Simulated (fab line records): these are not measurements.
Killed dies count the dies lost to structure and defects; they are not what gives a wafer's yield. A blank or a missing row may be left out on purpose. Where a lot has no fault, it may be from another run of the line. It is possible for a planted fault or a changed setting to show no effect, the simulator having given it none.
fab line records | flow nand-harc
record lots=24 wafers=72 last-day=34
route steps=1302 shown A_CHANNEL_HOLE_D1@471 A_CHANNEL_FILL_D1@509 A_ONON_D2@563 A_CHANNEL_HOLE_D2@584
lots with no fault: from the same line, run without faults
start-h: hours from the record's opening day to when the first of the lot's shown wafers began | wait-h: how many hours have passed since the lot's step before this one | " the same as in the row above | L1.1+2: several wafers, shown together as one row | - either no value or no given start | * or withheld: withheld | < > ~ a bound
route shown NAME@n: a module of which the file shows steps, and the number in the route of the first | usual: mean/standard deviation of fault-free wafers | same: alike in all rows | chamber/n: place in a boat | sites: per-site readings | _std_site: the standard deviation of these | _edge_site: mean of outer sites minus mean of inner sites | radius-mm: how far each site lies from the wafer's centre | mask NAME#n: copy n | behind: the last tool/chamber to shape the wafer | hold: the reason the lot was held/the length of the hold in hours/how it ended | device: the transistor (n, p or np) that didn't switch | end of line: at the end of the route, the tests of the same wafers | a step given without rows: its recipe and nothing more | killed: not the wafer's yield, but the dies lost to structure and defects at the first sort | map: a wafer's dies, marking killed ones x, the rest . and places with no die _
set.NAME: the setting as run; set.NAME@STEP: as run at that earlier step | model.NAME: the simulator's own value behind a step, which no gauge read
route steps across a sampled set of lots; one table per step, one row per wafer
services: from which hour (start-h, from the record's first day; less than 0 if before it) a tool's chamber was out of use, for how many hours, and why
## steps
# step NHARC_A_CHANNEL_HOLE_D1_ETCH_19
# recipe bias-v=1200 source-w=2500 pressure-mtorr=15 time-s=34.5 ar-flow-sccm=375 c4f8-flow-sccm=28.8 o2-flow-sccm=96.2 temp-c=-20 target-depth-a=* chemistry=C4F8/O2/Ar
# usual drypump-motor-current-A=5.8/0.41 showerhead-plenum-p-Torr=3.73/0.098 throttle-valve-pct=37.037/0.0085
# columns lot.wafer tool chamber start-h wait-h drypump-motor-current-A rf-hours-counter-h showerhead-plenum-p-Torr throttle-valve-pct
L074.2 har-etch-02 0 188.77 0.1 6.2 287 3.60 37.036
L074.3 " 0 " " 6.2 - 3.60 37.049
L074.5 " 0 " " 6.2 - 3.60 37.039
L075.1 har-etch-01 1 198.80 3.4 5.9 95 3.77 37.041
L075.4 " 0 " " 5.9 - 3.76 37.027
L075.6 " 0 " " 5.8 - 3.76 37.039
L076.1 har-etch-02 1 201.25 3.7 5.2 299 3.81 37.033
L076.2 " 0 " " 6.2 299 3.59 37.034
L076.4 " 1 " " 5.1 - 3.81 37.037
L077.2 har-etch-01 0 236.68 0.1 5.9 114 3.75 37.042
L077.3 " 1 " " 5.9 - 3.76 37.046
L077.4 " 0 " " 5.9 - 3.75 37.042
L078.1 har-etch-02 1 240.07 3.0 5.2 318 3.80 37.023
L078.3 " 1 " " 5.1 - 3.80 37.037
L078.5 " 0 " " 6.2 - 3.58 37.042
L079.2 har-etch-01 0 240.83 2.5 5.9 118 3.74 37.028
L079.1 " 1 " " 5.9 118 3.76 37.034
L079.4 " 0 " " 5.9 - 3.74 37.035
L080.1 har-etch-02 0 244.21 5.7 6.3 322 3.58 37.036
L080.2 " 1 " " 5.1 322 3.80 37.038
L080.3 " 1 " " 5.1 - 3.80 37.031
L081.3 har-etch-01 1 255.17 0.1 5.9 - 3.75 37.038
L081.4 " 0 " " 5.9 - 3.74 37.049
L081.5 " 1 " " 5.9 - 3.75 37.043
L082.1 har-etch-01 0 263.40 0.1 5.9 130 3.74 37.037
L082.4 " 1 " " 5.9 - 3.75 37.028
L082.5 " 1 " " 5.9 - 3.75 37.047
L083.2 har-etch-02 0 273.23 3.9 6.2 341 3.57 37.022
L083.3 " 0 " " 6.3 - 3.57 37.036
L083.5 " 0 " " 6.2 - 3.57 37.044
L084.1 har-etch-02 0 286.50 0.1 6.2 349 3.57 37.046
L084.2 " 1 " " 5.1 349 3.78 37.036
L084.4 " 1 " " 5.1 - 3.78 37.045
L085.1 har-etch-01 1 286.83 0.1 5.9 149 3.74 37.025
L085.4 " 1 " " 5.9 - 3.74 37.021
L085.6 " 1 " " 5.9 - 3.74 37.056
L086.1 har-etch-01 1 291.00 0.1 5.9 153 3.74 37.019
L086.3 " 1 " " 5.9 - 3.74 37.013
L086.4 " 0 " " 5.9 - 3.72 37.034
L087.1 har-etch-02 0 317.58 2.3 6.3 364 3.56 37.050
L087.3 " 1 " " 5.2 - 3.77 37.047
L087.5 " 1 " " 5.2 - 3.77 37.030
L089.1 har-etch-01 0 328.75 0.8 5.8 168 3.72 37.044
L089.4 " 0 " " 5.9 - 3.72 37.036
L089.5 " 0 " " 5.9 - 3.72 37.036
L088.4 har-etch-02 0 329.30 0.1 6.3 - 3.55 37.026
L088.5 " 0 " " 6.2 - 3.55 37.033
L088.6 " 1 " " 5.1 - 3.77 37.037
L091.2 har-etch-01 0 344.79 0.1 5.9 175 3.71 37.038
L091.4 " 1 " " 5.9 - 3.73 37.046
L091.5 " 1 " " 5.9 - 3.72 37.039
L090.2 har-etch-02 0 346.67 1.8 6.2 379 3.55 37.038
L090.4 " 1 " " 5.1 - 3.76 37.046
L090.5 " 0 " " 6.2 - 3.55 37.028
L092.2 har-etch-01 0 357.81 1.0 5.9 187 3.71 37.037
L092.5 " 1 " " 5.9 - 3.72 37.037
L092.6 " 0 " " 5.9 - 3.70 37.032
L093.4 har-etch-01 1 389.40 0.1 5.9 - 3.71 37.041
L093.6 " 1 " " 5.9 - 3.71 37.047
L093.5 " 0 " " 5.9 - 3.70 37.035
L094.2 har-etch-02 1 394.69 4.9 5.1 0 3.75 37.036
L094.3 " 0 " " 6.3 - 3.99 37.046
L094.4 " 1 " " 5.2 - 3.75 37.036
L095.1 har-etch-01 0 401.54 6.8 5.9 210 3.69 37.037
L095.2 " 1 " " 5.9 210 3.71 37.038
L095.5 " 0 " " 5.9 - 3.69 37.062
L096.1 har-etch-02 0 405.68 0.1 6.2 8 3.98 37.046
L096.2 " 1 " " 5.1 8 3.75 37.039
L096.3 " 0 " " 6.2 - 3.98 37.022
L097.3 har-etch-02 1 425.87 0.1 5.1 - 3.74 37.015
L097.6 " 1 " " 5.1 - 3.74 37.049
L097.5 " 0 " " 6.2 - 3.97 37.032
# step NHARC_A_CHANNEL_HOLE_D1_ETCH_21
# recipe bias-v=3000 source-w=withheld pressure-mtorr=20 time-s=514.3 ar-flow-sccm=375 c4f8-flow-sccm=89.3 o2-flow-sccm=35.7 temp-c=-20 target-depth-a=16000 chemistry=C4F8/O2/Ar
# usual drypump-motor-current-A=5.8/0.4 showerhead-plenum-p-Torr=3.69/0.094 throttle-valve-pct=32.155/0.0094
# columns lot.wafer tool chamber start-h wait-h drypump-motor-current-A rf-hours-counter-h showerhead-plenum-p-Torr throttle-valve-pct
L074.2 har-etch-02 0 189.25 0.3 6.3 288 3.56 32.163
L074.3 " 0 " " 6.3 - 3.56 32.154
L074.5 " 0 " " 6.3 - 3.56 32.160
L075.1 har-etch-01 1 199.28 0.3 5.9 96 3.73 32.157
L075.4 " 0 " " 5.9 - 3.71 32.158
L075.6 " 0 " " 5.9 - 3.71 32.163
L076.1 har-etch-02 1 201.67 0.3 5.1 300 3.76 32.138
L076.2 " 0 " " 6.3 300 3.56 32.157
L076.4 " 1 " " 5.1 - 3.76 32.152
L077.2 har-etch-01 0 237.17 0.3 5.9 115 3.70 32.174
L077.3 " 1 " " 5.9 - 3.72 32.160
L077.4 " 0 " " 5.9 - 3.70 32.145
L078.1 har-etch-02 1 240.55 0.3 5.1 319 3.75 32.164
L078.3 " 1 " " 5.2 - 3.75 32.137
L078.5 " 0 " " 6.2 - 3.55 32.163
L079.2 har-etch-01 0 241.25 0.3 5.9 119 3.70 32.156
L079.1 " 1 " " 5.9 119 3.71 32.156
L079.4 " 0 " " 5.9 - 3.70 32.159
L080.1 har-etch-02 0 244.63 0.3 6.2 322 3.54 32.148
L080.2 " 1 " " 5.1 322 3.75 32.143
L080.3 " 1 " " 5.1 - 3.75 32.160
L081.3 har-etch-01 1 255.70 0.3 5.9 - 3.71 32.167
L081.4 " 0 " " 5.9 - 3.70 32.142
L081.5 " 1 " " 5.9 - 3.71 32.156
L082.1 har-etch-01 0 263.82 0.3 5.9 130 3.70 32.147
L082.4 " 1 " " 5.9 - 3.71 32.143
L082.5 " 1 " " 5.9 - 3.71 32.158
L083.2 har-etch-02 0 273.65 0.3 6.2 341 3.54 32.143
L083.3 " 0 " " 6.2 - 3.53 32.136
L083.5 " 0 " " 6.2 - 3.53 32.164
L084.1 har-etch-02 0 286.93 0.3 6.2 349 3.53 32.154
L084.2 " 1 " " 5.1 349 3.74 32.146
L084.4 " 1 " " 5.1 - 3.74 32.145
L085.1 har-etch-01 1 287.32 0.3 5.9 149 3.70 32.155
L085.4 " 1 " " 5.9 - 3.70 32.157
L085.6 " 1 " " 5.9 - 3.70 32.162
L086.1 har-etch-01 1 291.43 0.3 5.9 153 3.70 32.157
L086.3 " 1 " " 5.9 - 3.69 32.148
L086.4 " 0 " " 5.9 - 3.68 32.146
L087.1 har-etch-02 0 318.00 0.3 6.2 365 3.52 32.158
L087.3 " 1 " " 5.2 - 3.73 32.174
L087.5 " 1 " " 5.1 - 3.73 32.161
L089.1 har-etch-01 0 329.24 0.3 5.9 168 3.67 32.164
L089.4 " 0 " " 5.9 - 3.67 32.166
L089.5 " 0 " " 5.9 - 3.67 32.154
L088.4 har-etch-02 0 329.84 0.3 6.2 - 3.52 32.176
L088.5 " 0 " " 6.2 - 3.52 32.167
L088.6 " 1 " " 5.1 - 3.72 32.154
L091.2 har-etch-01 0 345.27 0.3 5.9 176 3.67 32.149
L091.4 " 1 " " 5.9 - 3.68 32.131
L091.5 " 1 " " 5.9 - 3.68 32.157
L090.2 har-etch-02 0 347.09 0.3 6.2 380 3.52 32.149
L090.4 " 1 " " 5.2 - 3.72 32.140
L090.5 " 0 " " 6.3 - 3.52 32.159
L092.2 har-etch-01 0 358.29 0.3 5.9 187 3.66 32.162
L092.5 " 1 " " 5.9 - 3.68 32.163
L092.6 " 0 " " 5.9 - 3.66 32.145
L093.4 har-etch-01 1 389.94 0.3 5.9 - 3.67 32.164
L093.6 " 1 " " 5.9 - 3.67 32.172
L093.5 " 0 " " 5.9 - 3.66 32.138
L094.2 har-etch-02 1 395.17 0.3 5.1 0 3.71 32.161
L094.3 " 0 " " 6.3 - 3.93 32.150
L094.4 " 1 " " 5.1 - 3.71 32.166
L095.1 har-etch-01 0 401.97 0.3 5.9 210 3.65 32.162
L095.2 " 1 " " 5.9 210 3.66 32.152
L095.5 " 0 " " 5.9 - 3.65 32.172
L096.1 har-etch-02 0 406.10 0.3 6.2 8 3.93 32.154
L096.2 " 1 " " 5.1 8 3.70 32.153
L096.3 " 0 " " 6.2 - 3.93 32.172
L097.3 har-etch-02 1 426.41 0.3 5.2 - 3.70 32.147
L097.6 " 1 " " 5.2 - 3.70 32.175
L097.5 " 0 " " 6.3 - 3.92 32.141
# step NHARC_A_CHANNEL_FILL_D1_STRIP_29
# recipe time-s=20 o2-flow-sccm=500 ar-flow-sccm=0 bias-w=0 chemistry=O2
# usual drypump-motor-current-A=5.8/0.64 oes-product-au=1.000/0.01 rf-vpp-V=57.9/0.91 showerhead-plenum-p-Torr=3.52/0.13 throttle-valve-pct=17.037/0.009
# columns lot.wafer tool chamber start-h wait-h drypump-motor-current-A oes-product-au rf-hours-counter-h rf-vpp-V showerhead-plenum-p-Torr throttle-valve-pct
L074.2 rie-diel-13 3 - - 6.7 0.995 3.0 58.7 3.64 17.036
L074.3 " 0 " " 5.0 0.998 3.2 58.9 3.72 17.029
L074.5 " 1 " " 4.7 1.001 - 57.8 3.39 17.048
L075.1 rie-diel-07 0 - - 5.3 0.998 8.1 57.6 3.29 17.048
L075.4 " 1 " " 5.9 1.002 8.5 58.3 3.43 17.032
L075.6 " 2 " " 6.3 0.992 - 58.8 3.49 17.040
L076.1 rie-diel-13 3 - - 6.7 0.992 3.7 59.2 3.64 17.025
L076.2 " 0 " " 5.1 1.009 3.9 59.6 3.72 17.030
L076.4 " 1 " " 4.7 1.000 4.5 56.9 3.39 17.055
L080.2 rie-diel-07 0 - - 5.3 1.015 10.3 56.3 3.29 17.039
L080.3 " 1 " " 5.9 1.001 10.7 58.6 3.43 17.055
L080.1 " 3 " " 6.1 0.994 11.6 57.1 3.53 17.045
L078.3 rie-diel-13 3 - - 6.7 0.982 4.8 57.5 3.64 17.038
L078.1 " 1 " " 4.7 0.988 5.5 58.6 3.38 17.034
L078.5 " 3 " " 6.7 0.975 - 56.6 3.64 17.031
L077.4 rie-diel-06 2 - - 5.2 0.975 6.1 57.4 3.30 17.022
L077.2 " 3 " " 6.2 1.013 6.6 58.4 3.62 17.033
L077.3 " 1 " " 5.0 1.003 5.2 57.9 3.62 17.045
L079.4 rie-diel-13 3 - - 6.7 0.984 4.8 58.4 3.64 17.045
L079.2 " 0 " " 5.0 1.005 5.1 57.8 3.72 17.033
L079.1 " 1 " " 4.7 0.994 5.6 57.5 3.38 17.031
L082.1 rie-diel-07 1 - - 6.0 0.998 0.1 56.0 3.43 17.033
L082.4 " 2 " " 6.3 1.011 0.1 56.9 3.49 17.043
L082.5 " 1 " " 5.9 0.995 - 58.8 3.43 17.056
L081.4 rie-diel-13 3 - - 6.7 0.993 6.2 59.4 3.64 17.037
L081.3 " 1 " " 4.7 1.007 7.0 57.6 3.38 17.033
L081.5 " 3 " " 6.7 0.992 - 57.8 3.64 17.040
L083.2 rie-diel-07 1 - - 6.0 1.006 0.9 58.9 3.43 17.031
L083.3 " 3 " " 6.1 0.997 1.0 57.9 3.53 17.025
L083.5 " 1 " " 5.9 1.002 - 58.2 3.43 17.031
L084.1 rie-diel-13 3 - - 6.7 0.986 7.6 56.4 3.64 17.041
L084.4 " 0 " " 5.0 1.009 7.7 58.6 3.71 17.039
L084.2 " 1 " " 4.7 1.008 8.4 57.9 3.38 17.047
L085.4 rie-diel-13 1 - - 4.7 0.997 8.6 58.2 3.38 17.022
L085.1 " 3 " " 6.7 0.989 7.8 58.7 3.64 17.038
L085.6 " 2 " " 5.9 0.987 - 58.0 3.53 17.017
L086.1 rie-diel-07 3 - - 6.2 1.006 2.9 58.1 3.53 17.039
L086.3 " 1 " " 5.9 1.001 2.7 57.9 3.43 17.023
L086.4 " 2 " " 6.3 1.010 3.0 57.5 3.49 17.034
L087.3 rie-diel-07 2 - - 6.3 1.009 4.6 58.4 3.49 17.051
L087.1 " 0 " " 5.4 1.006 4.3 57.3 3.29 17.035
L087.5 " 2 " " 6.3 1.008 - 57.8 3.49 17.036
L089.4 rie-diel-13 0 - - 5.0 1.010 1.5 58.7 3.71 17.045
L089.1 " 1 " " 4.7 1.005 1.3 57.9 3.38 17.027
L089.5 " 3 " " 6.7 0.987 - 57.2 3.64 17.041
L088.4 rie-diel-06 2 - - 5.2 0.987 5.3 57.7 3.29 17.051
L088.6 " 3 " " 6.2 1.007 - 57.9 3.62 17.032
L088.5 " 0 " " 5.9 1.002 - 56.7 3.59 17.019
L091.2 rie-diel-07 0 - - 5.3 1.019 4.8 56.2 3.29 17.019
L091.4 " 2 " " 6.3 1.021 5.4 58.5 3.49 17.036
L091.5 " 3 " " 6.1 1.024 - 59.2 3.53 17.033
L090.2 rie-diel-13 2 - - 5.9 0.986 1.9 56.0 3.53 17.043
L090.4 " 3 " " 6.8 1.000 2.0 58.2 3.64 17.016
L090.5 " 3 " " 6.7 0.986 - 58.8 3.64 17.042
L092.2 rie-diel-13 2 - - 5.9 0.990 2.3 57.9 3.53 17.043
L092.5 " 0 " " 5.1 1.023 - 59.1 3.71 17.037
L092.6 " 1 " " 4.7 0.997 - 57.6 3.38 17.037
L093.4 rie-diel-13 3 - - 6.7 0.992 3.8 58.1 3.64 17.043
L093.5 " 2 " " 5.9 0.988 - 58.6 3.53 17.042
L093.6 " 3 " " 6.7 1.010 - 58.5 3.64 17.051
L094.2 rie-diel-06 0 444.87 0.1 5.9 1.001 7.4 59.3 3.59 17.029
L094.3 " 3 " " 6.2 1.010 8.1 56.9 3.62 17.037
L094.4 " 2 " " 5.2 0.989 - 58.6 3.29 17.055
L095.1 rie-diel-06 2 449.49 0.1 5.2 0.993 9.1 57.1 3.29 17.032
L095.2 " 0 " " 5.9 1.003 7.6 57.5 3.59 17.040
L095.5 " 2 " " 5.2 0.993 - 58.8 3.29 17.035
L096.3 rie-diel-07 0 - - 5.3 1.006 8.8 58.6 3.29 17.006
L096.2 " 2 " " 6.2 1.005 9.0 57.6 3.48 17.045
L096.1 " 3 " " 6.1 1.007 7.7 57.8 3.53 17.022
L097.3 rie-diel-13 0 477.82 0.2 5.0 1.007 6.4 57.5 3.71 17.047
L097.5 " 3 " " 6.7 0.996 - 58.9 3.64 17.032
L097.6 " 0 " " 5.0 0.997 - 58.0 3.71 17.042
# step NHARC_A_ONON_D2_THK_MEAS_27
# recipe thk-meas-gauge=ellipsometry
# usual thk-nm=1001/11
# columns lot.wafer tool chamber start-h wait-h thk-nm
L074.2 film-metro-01 - 289.02 - 1007
L074.3 " - " " 1007
L074.5 " - " " 1007
L076.1 film-metro-01 - 308.34 - 1018
L076.2 " - " " 1017
L076.4 " - " " 1018
L075.1 film-metro-01 - 308.37 - 989
L075.4 " - " " 989
L075.6 " - " " 989
L080.1 film-metro-01 - 344.02 - 1016
L080.2 " - " " 1019
L080.3 " - " " 1018
L078.1 film-metro-02 - 344.03 - 995
L078.3 " - " " 993
L078.5 " - " " 994
L077.2 film-metro-01 - 344.12 - 1004
L077.3 " - " " 1004
L077.4 " - " " 1006
L079.1 film-metro-02 - 349.60 - 1006
L079.2 " - " " 1007
L079.4 " - " " 1005
L081.3 film-metro-01 - 361.44 - 999
L081.4 " - " " 996
L081.5 " - " " 997
L082.1 film-metro-02 - 361.45 - 1000
L082.4 " - " " 1000
L082.5 " - " " 998
L083.2 film-metro-02 - 373.05 - 997
L083.3 " - " " 998
L083.5 " - " " 998
L084.1 film-metro-01 - 401.54 - 1001
L084.2 " - " " 1003
L084.4 " - " " 1002
L086.1 film-metro-02 - 401.55 - 1005
L086.3 " - " " 1005
L086.4 " - " " 1003
L085.1 film-metro-01 - 401.55 - 1002
L085.4 " - " " 1001
L085.6 " - " " 1000
L087.1 film-metro-01 - 427.50 - 1019
L087.3 " - " " 1020
L087.5 " - " " 1019
L088.4 film-metro-01 - 439.58 - 1002
L088.5 " - " " 1006
L088.6 " - " " 1002
L089.1 film-metro-02 - 439.64 - 1010
L089.4 " - " " 1008
L089.5 " - " " 1008
L091.2 film-metro-01 - 446.70 - 993
L091.4 " - " " 992
L091.5 " - " " 996
L090.2 film-metro-02 - 446.71 - 990
L090.4 " - " " 990
L090.5 " - " " 990
L092.2 film-metro-02 - 461.54 - 1008
L092.5 " - " " 1005
L092.6 " - " " 1006
L093.4 film-metro-01 - 502.14 - 967
L093.5 " - " " 965
L093.6 " - " " 966
L096.1 film-metro-02 - 511.33 - 993
L096.2 " - " " 994
L096.3 " - " " 992
L094.2 film-metro-01 - 511.33 - 1009
L094.3 " - " " 1008
L094.4 " - " " 1008
L095.1 film-metro-02 - 511.66 - 992
L095.2 " - " " 991
L095.5 " - " " 993
L097.3 film-metro-01 - 538.09 - 1012
L097.5 " - " " 1012
L097.6 " - " " 1013
# step NHARC_A_CHANNEL_HOLE_D2_INSPECT_12
# usual raw-defect-count=27/23
# columns lot.wafer tool chamber start-h wait-h raw-defect-count
L074.2 defect-inspect-02 - 292.99 0.0 41
L074.3 " - " " 51
L074.5 " - " " 63
L076.1 defect-inspect-01 - 312.16 0.0 54
L076.2 " - " " 54
L076.4 " - " " 43
L075.1 defect-inspect-01 - 313.37 0.0 4
L075.4 " - " " 9
L075.6 " - " " 3
L080.1 defect-inspect-01 - 348.02 0.0 56
L080.2 " - " " 60
L080.3 " - " " 60
L078.1 defect-inspect-01 - 348.18 0.0 55
L078.3 " - " " 56
L078.5 " - " " 68
L077.2 defect-inspect-01 - 348.67 0.0 1
L077.3 " - " " 6
L077.4 " - " " 13
L079.1 defect-inspect-02 - 353.56 0.0 5
L079.2 " - " " 8
L079.4 " - " " 6
L081.3 defect-inspect-01 - 365.37 0.0 9
L081.4 " - " " 5
L081.5 " - " " 8
L082.1 defect-inspect-01 - 365.53 0.0 7
L082.4 " - " " 12
L082.5 " - " " 7
L083.2 defect-inspect-01 - 390.85 0.0 46
L083.3 " - " " 65
L083.5 " - " " 63
L086.1 defect-inspect-01 - 405.47 0.0 7
L086.3 " - " " 15
L086.4 " - " " 11
L084.1 defect-inspect-01 - 405.63 0.0 44
L084.2 " - " " 65
L084.4 " - " " 65
L085.1 defect-inspect-01 - 406.36 0.0 10
L085.4 " - " " 9
L085.6 " - " " 15
L087.1 defect-inspect-02 - 431.66 0.0 54
L087.3 " - " " 59
L087.5 " - " " 54
L088.4 defect-inspect-01 - 446.31 0.0 54
L088.5 " - " " 61
L088.6 " - " " 53
L089.1 defect-inspect-01 - 446.46 0.0 9
L089.4 " - " " 16
L089.5 " - " " 20
L091.2 defect-inspect-02 - 455.26 0.0 14
L091.4 " - " " 12
L091.5 " - " " 16
L090.2 defect-inspect-01 - 456.16 0.0 65
L090.4 " - " " 52
L090.5 " - " " 61
L092.2 defect-inspect-01 - 465.72 0.0 17
L092.5 " - " " 22
L092.6 " - " " 9
L093.4 defect-inspect-02 - 505.96 0.0 15
L093.5 " - " " 21
L093.6 " - " " 14
L096.1 defect-inspect-01 - 516.23 0.0 2
L096.2 " - " " 6
L096.3 " - " " 3
L094.2 defect-inspect-01 - 518.54 0.0 5
L094.3 " - " " 4
L094.4 " - " " 2
L095.1 defect-inspect-01 - 520.43 0.0 24
L095.2 " - " " 27
L095.5 " - " " 28
L097.3 defect-inspect-02 - 542.07 0.0 1
L097.5 " - " " 4
L097.6 " - " " 3
# step NHARC_A_CHANNEL_HOLE_D2_ETCH_21
# recipe bias-v=3000 source-w=withheld pressure-mtorr=20 time-s=514.3 ar-flow-sccm=375 c4f8-flow-sccm=89.3 o2-flow-sccm=35.7 temp-c=-20 target-depth-a=16000 chemistry=C4F8/O2/Ar
# usual drypump-motor-current-A=5.8/0.44 showerhead-plenum-p-Torr=3.70/0.11 throttle-valve-pct=32.155/0.0094
# columns lot.wafer tool chamber start-h wait-h drypump-motor-current-A rf-hours-counter-h showerhead-plenum-p-Torr throttle-valve-pct
L074.2 har-etch-02 0 295.32 0.3 6.2 357 3.53 32.159
L074.3 " 1 " " 5.1 - 3.73 32.149
L074.5 " 0 " " 6.2 - 3.53 32.162
L076.2 har-etch-02 0 313.84 0.3 6.3 361 3.52 32.156
L076.1 " 1 " " 5.1 361 3.73 32.154
L076.4 " 0 " " 6.2 - 3.53 32.163
L075.1 har-etch-01 0 315.12 0.3 5.9 161 3.68 32.147
L075.4 " 1 " " 5.9 - 3.69 32.147
L075.6 " 1 " " 5.9 - 3.69 32.167
L080.1 har-etch-01 1 349.85 0.3 5.9 180 3.68 32.153
L080.2 " 0 " " 5.8 180 3.67 32.150
L080.3 " 0 " " 5.8 - 3.67 32.156
L078.1 har-etch-02 1 351.35 0.3 5.1 384 3.72 32.163
L078.3 " 1 " " 5.1 - 3.72 32.142
L078.5 " 1 " " 5.1 - 3.72 32.141
L077.2 har-etch-01 0 354.10 0.3 5.8 183 3.67 32.135
L077.4 " 1 " " 5.8 - 3.68 32.170
L077.3 " 0 " " 5.9 - 3.67 32.173
L079.2 har-etch-02 0 355.47 0.3 6.2 388 3.51 32.153
L079.1 " 1 " " 5.1 388 3.72 32.167
L079.4 " 0 " " 6.3 - 3.51 32.155
L081.3 har-etch-01 0 367.19 0.3 5.9 - 3.66 32.148
L081.4 " 1 " " 5.9 - 3.67 32.155
L081.5 " 1 " " 5.9 - 3.67 32.163
L082.1 har-etch-02 1 367.28 0.3 5.1 395 3.71 32.173
L082.4 " 0 " " 6.2 - 3.51 32.150
L082.5 " 1 " " 5.1 - 3.71 32.163
L083.2 har-etch-01 0 397.80 0.3 5.9 206 3.65 32.158
L083.3 " 0 " " 5.9 - 3.65 32.140
L083.5 " 1 " " 5.9 - 3.67 32.168
L086.1 har-etch-01 1 407.21 0.3 5.9 214 3.66 32.160
L086.4 " 0 " " 5.9 - 3.65 32.173
L086.3 " 1 " " 5.9 - 3.66 32.130
L084.1 har-etch-02 1 410.24 0.3 5.1 12 3.70 32.151
L084.2 " 0 " " 6.3 12 3.93 32.148
L084.4 " 1 " " 5.1 - 3.70 32.151
L085.1 har-etch-01 0 411.40 0.3 5.9 218 3.65 32.145
L085.4 " 0 " " 5.9 - 3.65 32.157
L085.6 " 1 " " 5.9 - 3.66 32.140
L087.1 har-etch-02 0 433.40 0.3 6.3 23 3.92 32.166
L087.3 " 1 " " 5.1 - 3.70 32.148
L087.5 " 1 " " 5.1 - 3.70 32.160
L088.4 har-etch-01 1 448.12 0.3 5.9 - 3.65 32.147
L088.5 " 1 " " 5.9 - 3.65 32.156
L088.6 " 0 " " 5.9 - 3.64 32.165
L089.1 har-etch-02 0 448.20 0.3 6.2 31 3.92 32.160
L089.4 " 1 " " 5.1 - 3.69 32.151
L089.5 " 0 " " 6.2 - 3.92 32.161
L091.2 har-etch-02 0 459.25 0.3 6.2 39 3.91 32.157
L091.4 " 0 " " 6.2 - 3.91 32.165
L091.5 " 0 " " 6.2 - 3.91 32.146
L090.2 har-etch-02 0 463.33 0.3 6.2 43 3.91 32.148
L090.4 " 1 " " 5.2 - 3.68 32.158
L090.5 " 0 " " 6.3 - 3.91 32.156
L092.2 har-etch-02 0 471.41 0.3 6.2 50 3.90 32.137
L092.6 " 1 " " 5.1 - 3.68 32.155
L092.5 " 0 " " 6.2 - 3.90 32.177
L093.4 har-etch-02 0 507.85 0.3 6.2 - 3.90 32.162
L093.6 " 1 " " 5.1 - 3.67 32.156
L093.5 " 0 " " 6.2 - 3.90 32.151
L096.1 har-etch-02 0 517.91 0.3 6.3 74 3.89 32.168
L096.2 " 1 " " 5.1 74 3.67 32.165
L096.3 " 0 " " 6.2 - 3.89 32.148
L094.2 har-etch-01 1 520.91 0.3 5.8 271 3.63 32.159
L094.4 " 0 " " 5.9 - 3.62 32.164
L094.3 " 1 " " 5.9 - 3.63 32.166
L095.1 har-etch-02 1 525.93 0.3 5.1 81 3.66 32.151
L095.2 " 0 " " 6.2 81 3.89 32.160
L095.5 " 1 " " 5.1 - 3.66 32.144
L097.3 har-etch-01 1 544.06 0.3 5.9 - 3.62 32.146
L097.6 " 1 " " 5.9 - 3.62 32.165
L097.5 " 0 " " 5.9 - 3.61 32.138
## services
# columns tool chamber start-h hours kind
rie-diel-13 - 165.00 9.0 pm
rie-diel-13 - 178.76 0.2 repair
rie-diel-06 3 182.51 5.0 repair
rie-diel-06 2 192.54 2.5 repair
rie-diel-13 2 252.50 6.4 repair
rie-diel-13 2 279.86 1.3 repair
rie-diel-07 - 294.20 9.0 pm
rie-diel-06 - 307.20 9.0 pm
rie-diel-13 2 324.37 5.7 repair
rie-diel-13 - 342.00 9.0 pm
rie-diel-07 1 349.66 5.8 repair
rie-diel-07 - 368.13 4.0 repair
har-etch-02 - 377.67 17.0 pm
rie-diel-13 3 383.98 3.8 repair
rie-diel-07 3 396.93 8.4 repair
har-etch-01 - 454.00 10.4 repair
rie-diel-07 - 471.20 9.0 pm
rie-diel-13 2 476.81 3.5 repair
rie-diel-13 2 482.71 4.6 repair
rie-diel-07 - 494.07 0.7 repair
rie-diel-13 3 500.89 4.3 repair
rie-diel-07 2 502.41 5.3 repair
rie-diel-13 3 514.46 7.4 repair
rie-diel-13 - 519.00 9.0 pm
## key
fault none
